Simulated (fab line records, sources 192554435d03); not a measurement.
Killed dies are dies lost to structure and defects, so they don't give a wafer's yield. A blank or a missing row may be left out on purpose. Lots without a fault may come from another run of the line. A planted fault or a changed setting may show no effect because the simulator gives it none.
Split-lot experiment | flow n5_finfet | 7 lots, 21 wafers read, on a route of 1938 steps

THE SPLIT
At N5_BEOL_M0_SAQP_HM_DEP_02 (deposits TiN, target thk 12 nm), the setting target_thk_a was moved away from the recipe's 120 angstrom on 6 of the 21 wafers read, by -4.8% to +12.8%. The other wafers ran this setting at the recipe's value.

The reading is taken at the split's own step.

THE READING
TiN_of_BEOL_M0_SAQP_HM_DEP_02.thk_nm (the simulator's own value, which no gauge read), in nm, at N5_BEOL_M0_SAQP_HM_DEP_02 (deposits TiN, target thk 12 nm). The file gives no usual value for it. The 15 wafers here that ran the recipe average 11.9 nm, standard deviation 0.21 nm.

wafer  | tool, chamber at the split | target_thk_a as run, angstrom | against the recipe | TiN_of_BEOL_M0_SAQP_HM_DEP_02.thk_nm, nm | against lot-mates on the recipe
L076.2 | pvd_sputter-02, -          | 120                           | recipe             | 12                                       | -
L076.4 | pvd_sputter-02, -          | 120                           | recipe             | 12                                       | -
L076.5 | pvd_sputter-02, -          | 120                           | recipe             | 11.8                                     | -
L078.2 | pvd_sputter-02, -          | 135.3                         | +12.8%             | 13.8                                     | +1.7
L078.3 | pvd_sputter-02, -          | 120                           | recipe             | 12                                       | -
L078.4 | pvd_sputter-02, -          | 120                           | recipe             | 12.2                                     | -
L079.4 | pvd_sputter-03, -          | 133.9                         | +11.6%             | 13.4                                     | +1.4
L079.6 | pvd_sputter-03, -          | 133.9                         | +11.6%             | 13.4                                     | +1.4
L079.5 | pvd_sputter-03, -          | 120                           | recipe             | 12                                       | -
L081.1 | pvd_sputter-03, -          | 120                           | recipe             | 12.4                                     | -
L081.2 | pvd_sputter-03, -          | 120                           | recipe             | 12.2                                     | -
L081.6 | pvd_sputter-03, -          | 114.2                         | -4.8%              | 11.6                                     | -0.7
L083.3 | pvd_sputter-01, -          | 120                           | recipe             | 11.6                                     | -
L083.4 | pvd_sputter-01, -          | 120                           | recipe             | 11.8                                     | -
L083.5 | pvd_sputter-01, -          | 120                           | recipe             | 11.8                                     | -
L084.2 | pvd_sputter-01, -          | 120                           | recipe             | 11.8                                     | -
L084.3 | pvd_sputter-01, -          | 120                           | recipe             | 11.8                                     | -
L084.6 | pvd_sputter-01, -          | 120                           | recipe             | 11.6                                     | -
L096.2 | pvd_sputter-03, -          | 125.5                         | +4.6%              | 12.6                                     | +0.6
L096.4 | pvd_sputter-03, -          | 120                           | recipe             | 12                                       | -
L096.5 | pvd_sputter-03, -          | 125.5                         | +4.6%              | 12.8                                     | +0.8

THE FIT
A straight line over all 21 wafers: TiN_of_BEOL_M0_SAQP_HM_DEP_02.thk_nm changes by +0.131 nm for each +1% of target_thk_a; r = +0.94; the points scatter about the line by 0.21 nm.
The same after taking each lot's own level away (the mean of its wafers on the recipe; 21 wafers): +0.129 nm for each +1%; r = +0.99; scatter 0.1 nm.
On that fit, the largest move of target_thk_a shifts the reading by 1.6 nm.
The lots' own levels span 11.73 to 12.30 nm, that is 2.6 times the standard deviation above.
So the lot-to-lot level changes the slope little: the two slopes agree.
Check: with one of the wafers moved furthest among these (+12.8%) left out of the fit, the line predicts +1.61 nm for it against its lot-mates. It came out at +1.7 nm against them.

OTHER SPLITS ON THESE WAFERS
These wafers also went through other splits before the reading. Each is held against what the fit with the lots' levels taken away leaves over:
other split on the same wafers         | wafers away from the commonest value | r with TiN_of_BEOL_M0_SAQP_HM_DEP_02.thk_nm (lot level and that fit taken away)
N5_DUMMY_GATE_COAT_28 spin_rpm         | 3                                    | +0.10
N5_SD_EPI_N_ETCH_16 target_depth_a     | 5                                    | -0.13
N5_SDB_ETCH_25 time_s                  | 4                                    | +0.02
N5_HKMG_FIN_COAT_43 spin_rpm           | 2                                    | +0.11
N5_HKMG_FIN_ETCH_55 bias_w             | 3                                    | +0.03
N5_GATE_CUT_ALD_22 ald_cycles          | 9                                    | -0.07
N5_GATE_CUT_CMP_23 down_force_psi      | 9                                    | +0.17
N5_MOL_CONTACT_COAG_ETCH_15 source_w   | 9                                    | -0.32
N5_MOL_CONTACT_COAG_VIA_ETCH_46 bias_w | 5                                    | +0.16

THE FILE'S OWN FIT
TiN_of_BEOL_M0_SAQP_HM_DEP_02.thk_nm changes by +0.13 nm for each +1% of target_thk_a, r = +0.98.
